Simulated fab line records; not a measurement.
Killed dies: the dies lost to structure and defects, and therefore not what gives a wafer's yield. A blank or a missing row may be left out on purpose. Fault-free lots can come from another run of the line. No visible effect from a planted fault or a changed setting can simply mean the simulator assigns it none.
fab line records -- flow n5-finfet
record lots=4, wafers=11, last-day=16
route steps=1938 shown BEOL_M10@1528 BEOL_M11@1536
lots that met no fault: from a run of the same line without faults
start-h: hours from the record's opening day to when the first of the lot's shown wafers began -- wait-h: hours since the lot's step before -- " as in the row above -- L1.1+2: several wafers, shown together as one row -- - no value present, or no start provided -- * or withheld: withheld -- < > ~ a bound
route shown NAME@n: NAME is a module with steps in the file, n the number in the route of the first one -- usual: mean/standard deviation taken from wafers without a fault -- same: alike in all rows -- chamber/n: place in a boat -- sites: per-site readings -- _std_site: their standard deviation -- _edge_site: outer sites' mean less inner sites' -- radius-mm: how far each site lies from the wafer's centre -- mask NAME#n: copy n -- behind: tool/chamber where the wafer was last shaped -- hold: why the lot went on hold/how many hours it stayed there/how the hold came to an end -- device: transistor that didn't switch, given as n, p or np -- end of line: the tests these same wafers got at the end of their route -- a step with no rows: only its recipe -- killed: the dies lost at the first sort to structure and to defects; this is not the yield of the wafer -- map: per-die view of a wafer (x killed, . not killed, _ where there is no die)
set.NAME: the setting the step ran with; set.NAME@STEP: the setting that earlier step ran with -- model.NAME: the simulator's own value behind a step, which no gauge read
lots seen at some steps along the route; tables by step, rows by wafer
services: a tool's chamber out of use, with start hour (start-h, from the record's first day; less than 0 if before it), hours out, and reason
## steps
# step N5_BEOL_M10_ECD_50
# recipe material=Cu, target-thk-a=3180
# step N5_BEOL_M10_ANNEAL_51
# recipe temp-c=225, time-s=90, ambient=N2
# step N5_BEOL_M10_CMP_52
# recipe stop-on=SiCOH_lowk, t-overpolish-s=7, down-force-psi=1, platen-rpm=50, clearing-platen-down-force-psi=1.5, clearing-platen-rpm=50, post-cmp-clean=cu-alkaline, target-thk-nm=140, clearing-platen-pad-velocity-m-s=0.99484, pad-velocity-m-s=0.99484
# step N5_BEOL_M10_PRE_CLEAN_55
# recipe gas=NH3, time-s=15, temp-c=withheld, rf-power-w=300
# step N5_BEOL_M10_DEP_56
# recipe material=SiCN, target-thk-a=150, temp-c=withheld, precursor=3MS/NH3, pressure-torr=3, rf-w=202, time-s=26.5
# step N5_BEOL_M11_ILD_DEP_00
# recipe material=SiCOH_lowk, target-thk-a=3085.1, temp-c=300, precursor=DEMS/porogen, pressure-torr=5, rf-w=500, time-s=58
# step N5_BEOL_M11_CURE_71
# recipe temp-c=385, time-s=240, ambient=He/Ar, material=SiCOH_lowk
# step N5_BEOL_M11_PECVD_70
# recipe material=SiO2, target-thk-a=200, temp-c=400, precursor=TEOS/O2, pressure-torr=5.5, rf-w=450, teos-flow-sccm=53.8, gas=O2, flow-sccm=3000, time-s=22.7
# step N5_BEOL_M11_HM_DEP_02
# recipe material=TiN, target-thk-a=200, temp-c=25, chamber-pressure-pa=0.49996
# usual throttle-valve-pct=30.1/1.2
lot.wafer,tool,chamber,start-h,wait-h,throttle-valve-pct,model.TiN_of_BEOL_M11_HM_DEP_02.thk-nm
L129.1,pvd-sputter-03,-,229.72,1.4,29.1,19.6
L129.3,pvd-sputter-03,-,229.72,1.4,29.0,19.8
L129.4,pvd-sputter-03,-,229.72,1.4,28.8,19.6
L133.1,pvd-sputter-03,-,265.70,0.9,30.9,14.6
L133.2,pvd-sputter-03,-,265.70,0.9,29.2,20.2
L133.5,pvd-sputter-03,-,265.70,0.9,29.1,20.4
L135.2,pvd-sputter-03,-,279.81,1.8,28.7,20
L135.4,pvd-sputter-03,-,279.81,1.8,29.3,14.6
L145.1,pvd-sputter-02,-,336.52,0.3,32.1,19.6
L145.4,pvd-sputter-02,-,336.52,0.3,32.2,19.6
L145.5,pvd-sputter-02,-,336.52,0.3,30.4,19.8
# step N5_BEOL_M11_COAT_59
# recipe resist=SOC, temp-c=250, time-s=60, spin-rpm=1500, resist-thk-nm=100
# step N5_BEOL_M11_COAT_60
# recipe resist=SiARC, temp-c=220, time-s=60, spin-rpm=1500, resist-thk-nm=30
# step N5_BEOL_M11_COAT_05
# recipe resist=CAR-ArF, spin-rpm=1500, resist-thk-nm=90
# step N5_BEOL_M11_EBR_07
# recipe solvent=PGMEA, ebr-width-mm=1.5
# step N5_BEOL_M11_SOFTBAKE_06
# recipe temp-c=110, time-s=60, resist=CAR-ArF
# step N5_BEOL_M11_EXPOSE_08
# recipe mask-id=M11, na=1.35, source-shape=dipole, sigma-inner=0.411, sigma-outer=0.611, polarization=te, dose-mj=53.75
# step N5_BEOL_M11_PEB_09
# recipe peb-temp-c=withheld, peb-time-s=60, resist=CAR-ArF
# step N5_BEOL_M11_DEVELOP_10
# recipe develop-time-s=30, developer=TMAH, resist=CAR-ArF, rinse-liquid=diw, dry=air-spin, dev-temp-c=23
# step N5_BEOL_M11_DESCUM_16
# recipe chemistry=O2, time-s=7.9, source-power-w=50, bias-power-w=20, pressure-mtorr=20, rf-frequency-hz=2.712e+07, temp-c=40, resist=CAR-ArF, o2-flow-sccm=225
# step N5_BEOL_M11_ETCH_61
# recipe chemistry=CF4, target=SiARC, target-depth-a=390, mask-material=CAR-ArF, time-s=65, ion-energy-ev=80, pressure-mtorr=40, source-w=545, bias-w=36, Ar_flow_sccm=100, cf4-flow-sccm=100, ends=cleared
# step N5_BEOL_M11_ETCH_62
# recipe chemistry=N2/H2, target=SOC, target-depth-a=1100, overetch-a=220, mask-material=SiARC, temp-c=40, time-s=165, ion-energy-ev=200, pressure-mtorr=30, source-w=840, bias-w=150, n2-flow-sccm=200, h2-flow-sccm=200
# step N5_BEOL_M11_STRIP_68
# recipe chemistry=N2/H2, temp-c=40, n2-flow-sccm=200, h2-flow-sccm=200, rf-frequency-hz=6e+07
# step N5_BEOL_M11_STRIP_67
# recipe chemistry=CF4, resist=SiARC, power-w=300, bias-power-w=75, pressure-mtorr=50, cf4-flow-sccm=150, rf-frequency-hz=6e+07
# step N5_BEOL_M11_HM_OPEN_17
# recipe chemistry=Cl2/BCl3, target-depth-a=200, overetch-a=60, target=TiN, mask-material=SOC, ion-energy-ev=150, pressure-mtorr=10, icp-w=1000, bias-w=126, Cl2_flow_sccm=53.25, bcl3-flow-sccm=21.75, Ar_flow_sccm=25
# usual drypump-motor-current-A=5.8/0.42, oes-product-au=0.67/0.096, throttle-valve-pct=22.19/0.28
lot.wafer,tool,chamber,start-h,wait-h,drypump-motor-current-A,oes-product-au,rf-hours-counter-h,throttle-valve-pct,model.etch.depth-nm
L129.1,rie-metal-03,0,230.57,0.0,5.5,0.55,110,22.32,19.67
L129.3,rie-metal-03,0,230.57,0.0,5.5,0.54,-,22.33,19.78
L129.4,rie-metal-03,1,230.57,0.0,5.5,0.64,-,22.69,19.55
L133.1,rie-metal-02,0,266.58,0.0,6.4,0.62,17,22.41,14.59
L133.2,rie-metal-02,1,266.58,0.0,6.4,0.53,117,21.95,20.21
L133.5,rie-metal-02,1,266.58,0.0,6.4,0.54,-,21.93,20.35
L135.2,rie-metal-01,1,280.66,0.0,5.4,0.58,84,22.01,20.1
L135.4,rie-metal-01,0,280.66,0.0,5.6,0.69,-,22.06,14.56
L145.1,rie-metal-03,1,340.09,0.0,5.5,0.62,67,22.70,19.56
L145.4,rie-metal-03,1,340.09,0.0,5.5,0.62,-,22.70,19.63
L145.5,rie-metal-03,0,340.09,0.0,5.5,0.81,-,22.10,19.71
# step N5_BEOL_M11_STRIP_19
# recipe chemistry=O2, power-w=400, temp-c=40, pressure-mtorr=30, rf-frequency-hz=6e+07, bias-power-w=0, overash-fraction=0.2, o2-flow-sccm=225
# step N5_BEOL_M11_COAT_63
# recipe resist=SOC, temp-c=250, time-s=60, spin-rpm=1500, resist-thk-nm=100
# step N5_BEOL_M11_COAT_64
# recipe resist=SiARC, temp-c=220, time-s=60, spin-rpm=1500, resist-thk-nm=30
# step N5_BEOL_M11_COAT_22
# recipe resist=CAR-ArF, spin-rpm=1500, resist-thk-nm=90
# step N5_BEOL_M11_EBR_24
# recipe solvent=PGMEA, ebr-width-mm=1.5
# step N5_BEOL_M11_SOFTBAKE_23
# recipe temp-c=110, time-s=60, resist=CAR-ArF
# step N5_BEOL_M11_EXPOSE_25
# recipe mask-id=V10, na=1.35, source-shape=annular, sigma-inner=0.5, sigma-outer=0.8, polarization=unpolarized, dose-mj=85.5
# step N5_BEOL_M11_PEB_26
# recipe peb-temp-c=withheld, peb-time-s=60, resist=CAR-ArF
# step N5_BEOL_M11_DEVELOP_27
# recipe develop-time-s=30, developer=TMAH, resist=CAR-ArF, rinse-liquid=diw, dry=air-spin, dev-temp-c=23
# step N5_BEOL_M11_TRENCH_ETCH_37
# recipe chemistry=C4F6/O2, target-depth-a=1488.3, target=SiCOH_lowk, time-s=48, ion-energy-ev=250, pressure-mtorr=30, source-w=345, bias-w=185, Ar_flow_sccm=300, C4F6_flow_sccm=10, O2_flow_sccm=10
# usual drypump-motor-current-A=5.9/0.42, oes-product-au=0.76/0.078, rf-vpp-V=666/11, showerhead-plenum-p-Torr=2.88/0.1, throttle-valve-pct=20.91/0.21
lot.wafer,tool,chamber,start-h,wait-h,drypump-motor-current-A,oes-product-au,rf-hours-counter-h,rf-vpp-V,showerhead-plenum-p-Torr,throttle-valve-pct,model.TiN_of_BEOL_M11_HM_DEP_02.thk-nm
L129.1,rie-diel-01,0,-,-,5.5,0.80,87,661,3.00,21.08,15.6
L129.3,rie-diel-01,3,-,-,5.7,0.71,213,660,2.93,20.90,15.8
L129.4,rie-diel-01,2,-,-,6.4,0.72,188,650,2.72,20.80,15.6
L133.1,rie-diel-01,0,-,-,5.5,0.79,98,662,2.99,21.08,10.6
L133.2,rie-diel-01,2,-,-,6.3,0.72,201,649,2.71,20.79,16.2
L133.5,rie-diel-01,3,-,-,5.7,0.70,-,660,2.93,20.91,16.4
L135.2,rie-diel-01,0,-,-,5.5,0.80,102,660,2.99,21.10,16
L135.4,rie-diel-01,1,-,-,6.3,0.77,183,685,2.95,20.59,10.2
L145.1,rie-diel-05,2,-,-,5.6,0.89,35,683,2.89,20.78,15.4
L145.4,rie-diel-05,3,-,-,5.8,0.68,243,664,2.94,21.25,15.6
L145.5,rie-diel-05,3,-,-,5.8,0.68,-,663,2.94,21.26,15.8
## services
tool,chamber,start-h,hours,kind
rie-diel-01,-,211.73,3.2,repair
rie-diel-05,2,220.81,-,clean
rie-diel-05,2,220.81,-,consumable-replace:focus-ring
rie-diel-05,2,220.81,17.9,scheduled-down
rie-diel-05,2,220.81,17.9,vent-cycle
rie-metal-01,0,227.65,-,clean
rie-metal-01,0,227.65,16.5,scheduled-down
rie-metal-01,0,227.65,16.5,vent-cycle
rie-metal-03,-,242.81,14.6,pm
rie-diel-01,-,243.61,0.2,repair
rie-metal-03,-,258.06,1.4,pm
rie-diel-05,1,280.56,-,clean
rie-diel-05,1,280.56,-,consumable-replace:focus-ring
rie-diel-05,1,280.56,-,consumable-replace:showerhead
rie-metal-02,1,285.18,-,clean
rie-metal-02,1,285.18,24.6,scheduled-down
rie-metal-02,1,285.18,24.6,vent-cycle
rie-diel-05,2,296.80,2.9,repair
rie-metal-03,0,306.12,-,clean
rie-metal-03,0,306.12,13.7,scheduled-down
rie-metal-03,0,306.12,13.7,vent-cycle
rie-diel-01,-,336.07,0.2,repair
## key
first-sign none at tools or gauges
model-effect step=N5_BEOL_M11_HM_DEP_02, value=TiN_of_BEOL_M11_HM_DEP_02.thk-nm, without=20.4, struck=14.6
model-effect step=N5_BEOL_M11_HM_OPEN_17, value=etch.depth-nm, without=20.35, struck=14.57
model-effect step=N5_BEOL_M11_TRENCH_ETCH_37, value=TiN_of_BEOL_M11_HM_DEP_02.thk-nm, without=16.1, struck=10.4
met-at N5_BEOL_M11_HM_DEP_02
struck-wafers L133.1,L135.4
onset-between 229.72 265.70
fault kind=process-parameter-drift, tool=pvd-sputter-03, chamber=-, onset-h=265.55, steps=N5_BEOL_M11_HM_DEP_02, channel=target-thk-a, offset=*, shape=step, end-h=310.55, scope=struck-wafers-only, acts-in=*, stated=*
